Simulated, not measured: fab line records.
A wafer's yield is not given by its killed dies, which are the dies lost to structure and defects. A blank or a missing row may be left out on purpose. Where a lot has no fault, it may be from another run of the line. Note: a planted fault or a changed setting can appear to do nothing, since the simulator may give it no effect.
Matching of chambers / flow nand_harc / NHARC_P_CONTACT_DESCUM_17 on rie_diel-02 has 4 sister chambers
The step chemistry O2, time 3 s. 14 wafers are shown with their chamber, then 7 later ones without.

WAFERS, EACH WITH ITS CHAMBER
wafer=L074.1; chamber=2; showerhead_plenum_p_Torr (Torr)=1.85; oes_product_au (a.u.)=1.008; throttle_valve_pct (%)=11.327
wafer=L074.4; chamber=1; showerhead_plenum_p_Torr (Torr)=2.02; oes_product_au (a.u.)=0.998; throttle_valve_pct (%)=11.320
wafer=L074.6; chamber=2; showerhead_plenum_p_Torr (Torr)=1.85; oes_product_au (a.u.)=0.995; throttle_valve_pct (%)=11.316
wafer=L078.3; chamber=1; showerhead_plenum_p_Torr (Torr)=2.02; oes_product_au (a.u.)=1.006; throttle_valve_pct (%)=11.324
wafer=L078.4; chamber=3; showerhead_plenum_p_Torr (Torr)=1.81; oes_product_au (a.u.)=0.999; throttle_valve_pct (%)=11.311
wafer=L078.6; chamber=3; showerhead_plenum_p_Torr (Torr)=1.81; oes_product_au (a.u.)=0.999; throttle_valve_pct (%)=11.315
wafer=L082.3; chamber=0; showerhead_plenum_p_Torr (Torr)=1.96; oes_product_au (a.u.)=0.992; throttle_valve_pct (%)=11.311
wafer=L082.4; chamber=3; showerhead_plenum_p_Torr (Torr)=1.81; oes_product_au (a.u.)=0.997; throttle_valve_pct (%)=11.310
wafer=L082.6; chamber=2; showerhead_plenum_p_Torr (Torr)=1.85; oes_product_au (a.u.)=1.003; throttle_valve_pct (%)=11.301
wafer=L084.2; chamber=1; showerhead_plenum_p_Torr (Torr)=2.02; oes_product_au (a.u.)=1.004; throttle_valve_pct (%)=11.317
wafer=L084.3; chamber=2; showerhead_plenum_p_Torr (Torr)=1.85; oes_product_au (a.u.)=1.000; throttle_valve_pct (%)=11.305
wafer=L084.5; chamber=3; showerhead_plenum_p_Torr (Torr)=1.81; oes_product_au (a.u.)=0.991; throttle_valve_pct (%)=11.315
wafer=L092.1; chamber=3; showerhead_plenum_p_Torr (Torr)=1.80; oes_product_au (a.u.)=0.990; throttle_valve_pct (%)=11.314
wafer=L092.2; chamber=1; showerhead_plenum_p_Torr (Torr)=2.02; oes_product_au (a.u.)=1.007; throttle_valve_pct (%)=11.326

SIGNATURES (means of the wafers above)
reading=showerhead_plenum_p_Torr; chamber 0=1.9600; chamber 1=2.0200; chamber 2=1.8500; chamber 3=1.8080; scatter within a chamber=0.00283
reading=oes_product_au; chamber 0=0.99200; chamber 1=1.00375; chamber 2=1.00150; chamber 3=0.99520; scatter within a chamber=0.00463
reading=throttle_valve_pct; chamber 0=11.31100; chamber 1=11.32175; chamber 2=11.31225; chamber 3=11.31300; scatter within a chamber=0.00694
Rule: for a wafer and a chamber, the distance is found by dividing, reading by reading, the gap between the wafer's reading and the chamber's mean by the reading's scatter, squaring, summing and taking the root. The wafer belongs to the nearest chamber; if the next one is less than 2 further off, it can't be placed. The scatter: take each reading less its chamber's mean, square it, sum over the shown wafers, divide by the number of wafers less the number of chambers, and take the root.

WAFERS WHOSE CHAMBER IS MISSING
wafer=L092.3; showerhead_plenum_p_Torr (Torr)=1.96; oes_product_au (a.u.)=0.989; throttle_valve_pct (%)=11.311
wafer=L094.1; showerhead_plenum_p_Torr (Torr)=1.80; oes_product_au (a.u.)=0.999; throttle_valve_pct (%)=11.303
wafer=L094.4; showerhead_plenum_p_Torr (Torr)=1.84; oes_product_au (a.u.)=1.002; throttle_valve_pct (%)=11.305
wafer=L094.6; showerhead_plenum_p_Torr (Torr)=1.96; oes_product_au (a.u.)=1.001; throttle_valve_pct (%)=11.314
wafer=L097.1; showerhead_plenum_p_Torr (Torr)=1.96; oes_product_au (a.u.)=0.998; throttle_valve_pct (%)=11.325
wafer=L097.4; showerhead_plenum_p_Torr (Torr)=1.84; oes_product_au (a.u.)=1.001; throttle_valve_pct (%)=11.317
wafer=L097.5; showerhead_plenum_p_Torr (Torr)=1.80; oes_product_au (a.u.)=0.992; throttle_valve_pct (%)=11.309

CHAMBER TAKEN BY EACH
wafer=L092.3; from the rows above=0; in truth=0
wafer=L094.1; from the rows above=3; in truth=3
wafer=L094.4; from the rows above=2; in truth=2
wafer=L094.6; from the rows above=0; in truth=0
wafer=L097.1; from the rows above=0; in truth=0
wafer=L097.4; from the rows above=2; in truth=2
wafer=L097.5; from the rows above=3; in truth=3
Correct placement for 7 of the 7. From these rows, 0 cannot be placed. Number placed wrongly: 0.
